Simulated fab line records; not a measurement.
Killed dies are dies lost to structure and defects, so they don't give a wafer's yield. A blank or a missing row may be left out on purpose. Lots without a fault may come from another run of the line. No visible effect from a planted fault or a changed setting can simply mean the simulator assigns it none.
Split-lot experiment / flow n5_finfet / 21 wafers read across 7 lots, on a route 1938 steps long

## ABOUT THE SPLIT
At N5_BEOL_M5_COAT_05 (resist thk 30 nm), the setting spin_rpm was moved away from the recipe's 1500 rpm on 9 of the 21 wafers read, by -10.8% to +6.9%. All remaining wafers had this setting at the recipe value.

## FROM THE SPLIT TO THE READING: what the file shows between them, 4 steps
- N5_BEOL_M5_EBR_07
- N5_BEOL_M5_SOFTBAKE_06: time 60 s
- N5_BEOL_M5_EXPOSE_08: exposes mask M5, target cd 28 nm
- N5_BEOL_M5_PEB_09: peb time 60 s

## THE READING
CAR-EUV_of_BEOL_M5_COAT_05.thk_nm (the simulator's own value, which no gauge read), in nm, at N5_BEOL_M5_DEVELOP_10 (develop time 30 s). The file gives no usual value for it. Average 29.5 nm, standard deviation 0.099 nm, over the 12 wafers here run with the recipe.

wafer=L075.1; tool, chamber at the split=litho_track-04, 0; spin_rpm as run, rpm=1500; against the recipe=recipe; CAR-EUV_of_BEOL_M5_COAT_05.thk_nm, nm=29.4; against lot-mates on the recipe=-
wafer=L075.3; tool, chamber at the split=litho_track-04, 0; spin_rpm as run, rpm=1500; against the recipe=recipe; CAR-EUV_of_BEOL_M5_COAT_05.thk_nm, nm=29.4; against lot-mates on the recipe=-
wafer=L075.6; tool, chamber at the split=litho_track-04, 0; spin_rpm as run, rpm=1500; against the recipe=recipe; CAR-EUV_of_BEOL_M5_COAT_05.thk_nm, nm=29.4; against lot-mates on the recipe=-
wafer=L077.1; tool, chamber at the split=litho_track-01, 0; spin_rpm as run, rpm=1500; against the recipe=recipe; CAR-EUV_of_BEOL_M5_COAT_05.thk_nm, nm=29.6; against lot-mates on the recipe=-
wafer=L077.2; tool, chamber at the split=litho_track-01, 0; spin_rpm as run, rpm=1603; against the recipe=+6.9%; CAR-EUV_of_BEOL_M5_COAT_05.thk_nm, nm=28.6; against lot-mates on the recipe=-1.0
wafer=L077.5; tool, chamber at the split=litho_track-01, 0; spin_rpm as run, rpm=1603; against the recipe=+6.9%; CAR-EUV_of_BEOL_M5_COAT_05.thk_nm, nm=28.6; against lot-mates on the recipe=-1.0
wafer=L078.2; tool, chamber at the split=litho_track-04, 0; spin_rpm as run, rpm=1338; against the recipe=-10.8%; CAR-EUV_of_BEOL_M5_COAT_05.thk_nm, nm=31.2; against lot-mates on the recipe=+1.8
wafer=L078.4; tool, chamber at the split=litho_track-04, 0; spin_rpm as run, rpm=1338; against the recipe=-10.8%; CAR-EUV_of_BEOL_M5_COAT_05.thk_nm, nm=31.2; against lot-mates on the recipe=+1.8
wafer=L078.3; tool, chamber at the split=litho_track-04, 0; spin_rpm as run, rpm=1500; against the recipe=recipe; CAR-EUV_of_BEOL_M5_COAT_05.thk_nm, nm=29.4; against lot-mates on the recipe=-
wafer=L081.2; tool, chamber at the split=litho_track-01, 0; spin_rpm as run, rpm=1500; against the recipe=recipe; CAR-EUV_of_BEOL_M5_COAT_05.thk_nm, nm=29.6; against lot-mates on the recipe=-
wafer=L081.5; tool, chamber at the split=litho_track-01, 0; spin_rpm as run, rpm=1500; against the recipe=recipe; CAR-EUV_of_BEOL_M5_COAT_05.thk_nm, nm=29.6; against lot-mates on the recipe=-
wafer=L081.3; tool, chamber at the split=litho_track-01, 0; spin_rpm as run, rpm=1598; against the recipe=+6.5%; CAR-EUV_of_BEOL_M5_COAT_05.thk_nm, nm=28.6; against lot-mates on the recipe=-1.0
wafer=L090.4; tool, chamber at the split=litho_track-01, 0; spin_rpm as run, rpm=1500; against the recipe=recipe; CAR-EUV_of_BEOL_M5_COAT_05.thk_nm, nm=29.4; against lot-mates on the recipe=-
wafer=L090.5; tool, chamber at the split=litho_track-01, 0; spin_rpm as run, rpm=1428; against the recipe=-4.8%; CAR-EUV_of_BEOL_M5_COAT_05.thk_nm, nm=30.2; against lot-mates on the recipe=+0.8
wafer=L090.6; tool, chamber at the split=litho_track-01, 0; spin_rpm as run, rpm=1428; against the recipe=-4.8%; CAR-EUV_of_BEOL_M5_COAT_05.thk_nm, nm=30.2; against lot-mates on the recipe=+0.8
wafer=L091.2; tool, chamber at the split=litho_track-04, 0; spin_rpm as run, rpm=1500; against the recipe=recipe; CAR-EUV_of_BEOL_M5_COAT_05.thk_nm, nm=29.6; against lot-mates on the recipe=-
wafer=L091.5; tool, chamber at the split=litho_track-04, 0; spin_rpm as run, rpm=1500; against the recipe=recipe; CAR-EUV_of_BEOL_M5_COAT_05.thk_nm, nm=29.6; against lot-mates on the recipe=-
wafer=L091.6; tool, chamber at the split=litho_track-04, 0; spin_rpm as run, rpm=1500; against the recipe=recipe; CAR-EUV_of_BEOL_M5_COAT_05.thk_nm, nm=29.6; against lot-mates on the recipe=-
wafer=L092.2; tool, chamber at the split=litho_track-04, 0; spin_rpm as run, rpm=1500; against the recipe=recipe; CAR-EUV_of_BEOL_M5_COAT_05.thk_nm, nm=29.6; against lot-mates on the recipe=-
wafer=L092.3; tool, chamber at the split=litho_track-04, 0; spin_rpm as run, rpm=1578; against the recipe=+5.2%; CAR-EUV_of_BEOL_M5_COAT_05.thk_nm, nm=28.8; against lot-mates on the recipe=-0.8
wafer=L092.6; tool, chamber at the split=litho_track-04, 0; spin_rpm as run, rpm=1578; against the recipe=+5.2%; CAR-EUV_of_BEOL_M5_COAT_05.thk_nm, nm=28.8; against lot-mates on the recipe=-0.8

FIT RESULTS
A straight line over all 21 wafers: CAR-EUV_of_BEOL_M5_COAT_05.thk_nm changes by -0.147 nm for each +1% of spin_rpm; r = -0.99; the points scatter about the line by 0.089 nm.
The same after taking each lot's own level away (the mean of its wafers on the recipe; 21 wafers): -0.16 nm for each +1%; r = -1.00; scatter 0.035 nm.
The reading moves by 1.7 nm for the largest change in spin_rpm, on that fit.
From 29.40 to 29.60 nm: that is the span of the lots' own levels, equal to 2.0 times the standard deviation above.
Hence the lot-to-lot level has little effect on the slope; both slopes agree.
Check: for one of the wafers moved furthest among these (-10.8%), held out of the fit, the line's prediction against its lot-mates is +1.73 nm. Against them it came out at +1.8 nm.

## OTHER SPLITS APPLIED TO THESE WAFERS
These wafers also went through other splits before the reading. Each is held against what the fit with the lots' levels taken away leaves over:
other split on the same wafers=N5_BEOL_M4_TRENCH_ETCH_37 bias_w; wafers away from the commonest value=9; r with CAR-EUV_of_BEOL_M5_COAT_05.thk_nm (lot level and that fit taken away)=-0.42
other split on the same wafers=N5_BEOL_M5_COAT_59 spin_rpm; wafers away from the commonest value=6; r with CAR-EUV_of_BEOL_M5_COAT_05.thk_nm (lot level and that fit taken away)=+0.19

## THE WHOLE CHAIN: every reading that the file lists as answering this split, in the file's order
step=N5_BEOL_M5_COAT_05; what it does=resist thk 30 nm; reading=CAR-EUV_of_BEOL_M5_COAT_05.thk_nm (the simulator's own value, which no gauge read); change (the file's fit)=-0.14 nm for each +1% of the setting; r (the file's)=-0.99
step=N5_BEOL_M5_DEVELOP_10; what it does=develop time 30 s; reading=CAR-EUV_of_BEOL_M5_COAT_05.thk_nm (the simulator's own value, which no gauge read); change (the file's fit)=-0.159 nm for each +1% of the setting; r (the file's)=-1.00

## THE FILE'S OWN FIT
CAR-EUV_of_BEOL_M5_COAT_05.thk_nm changes by -0.159 nm for each +1% of spin_rpm, r = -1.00.
